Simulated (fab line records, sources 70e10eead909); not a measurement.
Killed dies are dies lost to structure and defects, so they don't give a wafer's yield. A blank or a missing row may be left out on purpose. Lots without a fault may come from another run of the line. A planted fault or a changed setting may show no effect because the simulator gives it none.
Chamber matching | flow nand_harc | NHARC_A_BLC_STRIP_29 on rie_diel-09: 4 sister chambers
The step strips in CF4. 18 wafers are shown with their chamber, then 9 later ones without.

WAFERS WITH THEIR CHAMBER
wafer  | chamber | showerhead_plenum_p_Torr (Torr) | drypump_motor_current_A (A) | throttle_valve_pct (%)
L076.2 | 2       | 1.68                            | 6.3                         | 13.287
L076.3 | 3       | 1.68                            | 5.7                         | 13.279
L076.4 | 1       | 1.80                            | 6.3                         | 13.289
L079.1 | 0       | 1.77                            | 5.5                         | 13.294
L079.3 | 3       | 1.68                            | 5.7                         | 13.281
L079.4 | 2       | 1.67                            | 6.3                         | 13.278
L078.1 | 0       | 1.77                            | 5.5                         | 13.289
L078.2 | 3       | 1.68                            | 5.7                         | 13.284
L078.3 | 2       | 1.67                            | 6.3                         | 13.273
L084.2 | 0       | 1.77                            | 5.5                         | 13.291
L084.4 | 3       | 1.68                            | 5.7                         | 13.284
L084.6 | 1       | 1.80                            | 6.2                         | 13.294
L085.2 | 3       | 1.68                            | 5.7                         | 13.295
L085.3 | 1       | 1.80                            | 6.2                         | 13.282
L085.4 | 2       | 1.67                            | 6.3                         | 13.287
L091.3 | 2       | 1.67                            | 6.3                         | 13.276
L091.4 | 1       | 1.80                            | 6.2                         | 13.275
L091.6 | 2       | 1.67                            | 6.3                         | 13.278

SIGNATURES (means of the wafers above)
reading                  | chamber 0 | chamber 1 | chamber 2 | chamber 3 | scatter within a chamber
showerhead_plenum_p_Torr | 1.7700    | 1.8000    | 1.6717    | 1.6800    | 0.00244
drypump_motor_current_A  | 5.500     | 6.225     | 6.300     | 5.700     | 0.0231
throttle_valve_pct       | 13.29133  | 13.28500  | 13.27983  | 13.28460  | 0.00623
Rule: a wafer's distance from a chamber is the root of the sum, over the readings, of the square of ((its reading less the chamber's mean) divided by the reading's scatter). The wafer belongs to the nearest chamber; if the next one is less than 2 further off, it can't be placed. The scatter: the root of (the sum of the squares of (reading less its chamber's mean) over the shown wafers, divided by (wafers less chambers)).

WAFERS WITHOUT THEIR CHAMBER
wafer  | showerhead_plenum_p_Torr (Torr) | drypump_motor_current_A (A) | throttle_valve_pct (%)
L093.4 | 1.80                            | 6.2                         | 13.268
L093.5 | 1.67                            | 6.3                         | 13.270
L093.6 | 1.67                            | 5.7                         | 13.292
L097.1 | 1.79                            | 6.2                         | 13.289
L097.2 | 1.77                            | 5.5                         | 13.283
L097.5 | 1.77                            | 5.5                         | 13.304
L096.2 | 1.77                            | 5.5                         | 13.275
L096.3 | 1.79                            | 6.2                         | 13.271
L096.5 | 1.67                            | 5.7                         | 13.279

WHICH CHAMBER EACH WENT THROUGH
wafer  | from the rows above | in truth
L093.4 | 1                   | 1
L093.5 | 2                   | 2
L093.6 | 3                   | 3
L097.1 | 1                   | 1
L097.2 | 0                   | 0
L097.5 | 0                   | 0
L096.2 | 0                   | 0
L096.3 | 1                   | 1
L096.5 | 3                   | 3
Placed correctly: 9 of 9. Can't be placed from these rows: 0. Placed wrongly: 0.
